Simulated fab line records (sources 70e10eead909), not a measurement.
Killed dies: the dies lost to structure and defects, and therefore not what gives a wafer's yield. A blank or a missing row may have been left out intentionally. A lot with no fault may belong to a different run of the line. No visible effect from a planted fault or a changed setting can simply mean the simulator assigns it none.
Matching of chambers || flow nand_harc || NHARC_A_CHANNEL_HOLE_D2_DEP_01 on pecvd-04 has 3 sister chambers
The step deposits SiON, target thk 140 nm. 20 wafers are shown with their chamber, then 10 later ones without.

## WAFERS, EACH WITH ITS CHAMBER
{"wafer": "L074.3", "chamber": 1, "heater_power_w (W)": 783, "rf_fwd_power_W (W)": 347.7}
{"wafer": "L074.4", "chamber": 0, "heater_power_w (W)": 626, "rf_fwd_power_W (W)": 347.5}
{"wafer": "L074.5", "chamber": 2, "heater_power_w (W)": 769, "rf_fwd_power_W (W)": 349.1}
{"wafer": "L076.1", "chamber": 1, "heater_power_w (W)": 808, "rf_fwd_power_W (W)": 350.6}
{"wafer": "L076.3", "chamber": 2, "heater_power_w (W)": 846, "rf_fwd_power_W (W)": 348.3}
{"wafer": "L076.5", "chamber": 0, "heater_power_w (W)": 694, "rf_fwd_power_W (W)": 345.3}
{"wafer": "L082.2", "chamber": 0, "heater_power_w (W)": 689, "rf_fwd_power_W (W)": 348.3}
{"wafer": "L082.3", "chamber": 2, "heater_power_w (W)": 812, "rf_fwd_power_W (W)": 349.6}
{"wafer": "L082.4", "chamber": 2, "heater_power_w (W)": 825, "rf_fwd_power_W (W)": 348.6}
{"wafer": "L084.1", "chamber": 1, "heater_power_w (W)": 738, "rf_fwd_power_W (W)": 346.7}
{"wafer": "L084.2", "chamber": 2, "heater_power_w (W)": 766, "rf_fwd_power_W (W)": 348.6}
{"wafer": "L084.4", "chamber": 1, "heater_power_w (W)": 761, "rf_fwd_power_W (W)": 347.2}
{"wafer": "L087.1", "chamber": 0, "heater_power_w (W)": 656, "rf_fwd_power_W (W)": 347.0}
{"wafer": "L087.2", "chamber": 2, "heater_power_w (W)": 847, "rf_fwd_power_W (W)": 348.6}
{"wafer": "L087.5", "chamber": 0, "heater_power_w (W)": 672, "rf_fwd_power_W (W)": 347.4}
{"wafer": "L088.3", "chamber": 2, "heater_power_w (W)": 835, "rf_fwd_power_W (W)": 349.0}
{"wafer": "L088.4", "chamber": 2, "heater_power_w (W)": 839, "rf_fwd_power_W (W)": 348.3}
{"wafer": "L088.5", "chamber": 0, "heater_power_w (W)": 639, "rf_fwd_power_W (W)": 348.0}
{"wafer": "L092.1", "chamber": 2, "heater_power_w (W)": 831, "rf_fwd_power_W (W)": 348.7}
{"wafer": "L092.2", "chamber": 0, "heater_power_w (W)": 709, "rf_fwd_power_W (W)": 348.5}

SIGNATURES (means of the wafers above)
{"reading": "heater_power_w", "chamber 0": 669.29, "chamber 1": 772.50, "chamber 2": 818.89, "scatter within a chamber": 30.6}
{"reading": "rf_fwd_power_W", "chamber 0": 347.429, "chamber 1": 348.050, "chamber 2": 348.756, "scatter within a chamber": 1.01}
Rule: for each reading, subtract the chamber's mean from the wafer's reading, divide by that reading's scatter and square the result; add these up over the readings and take the root, which gives the wafer's distance from the chamber. The wafer belongs to the nearest chamber; if the next one is less than 2 further off, it can't be placed. The scatter: the root of (the sum of the squares of (reading less its chamber's mean) over the shown wafers, divided by (wafers less chambers)).

## WAFERS WHOSE CHAMBER IS MISSING
{"wafer": "L092.5", "heater_power_w (W)": 836, "rf_fwd_power_W (W)": 349.6}
{"wafer": "L093.2", "heater_power_w (W)": 830, "rf_fwd_power_W (W)": 349.3}
{"wafer": "L093.5", "heater_power_w (W)": 746, "rf_fwd_power_W (W)": 347.7}
{"wafer": "L093.6", "heater_power_w (W)": 851, "rf_fwd_power_W (W)": 349.1}
{"wafer": "L094.1", "heater_power_w (W)": 846, "rf_fwd_power_W (W)": 346.3}
{"wafer": "L094.2", "heater_power_w (W)": 747, "rf_fwd_power_W (W)": 349.9}
{"wafer": "L094.6", "heater_power_w (W)": 799, "rf_fwd_power_W (W)": 348.3}
{"wafer": "L095.2", "heater_power_w (W)": 819, "rf_fwd_power_W (W)": 348.2}
{"wafer": "L095.3", "heater_power_w (W)": 795, "rf_fwd_power_W (W)": 348.8}
{"wafer": "L095.6", "heater_power_w (W)": 785, "rf_fwd_power_W (W)": 348.4}

## THE CHAMBER EACH PASSED THROUGH
{"wafer": "L092.5", "from the rows above": "can't be placed: 2 or 1", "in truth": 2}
{"wafer": "L093.2", "from the rows above": "can't be placed: 2 or 1", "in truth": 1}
{"wafer": "L093.5", "from the rows above": "can't be placed: 1 or 0 or 2", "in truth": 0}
{"wafer": "L093.6", "from the rows above": "can't be placed: 2 or 1", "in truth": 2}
{"wafer": "L094.1", "from the rows above": "can't be placed: 2 or 1", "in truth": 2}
{"wafer": "L094.2", "from the rows above": "can't be placed: 1 or 2 or 0", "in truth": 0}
{"wafer": "L094.6", "from the rows above": "can't be placed: 2 or 1", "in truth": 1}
{"wafer": "L095.2", "from the rows above": "can't be placed: 2 or 1", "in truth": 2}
{"wafer": "L095.3", "from the rows above": "can't be placed: 2 or 1", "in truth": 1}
{"wafer": "L095.6", "from the rows above": "can't be placed: 1 or 2", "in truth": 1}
Placed correctly: 0 of 10. Cannot be placed on the basis of these rows: 10; the candidates contain the true chamber in 10. Placed wrongly: 0.
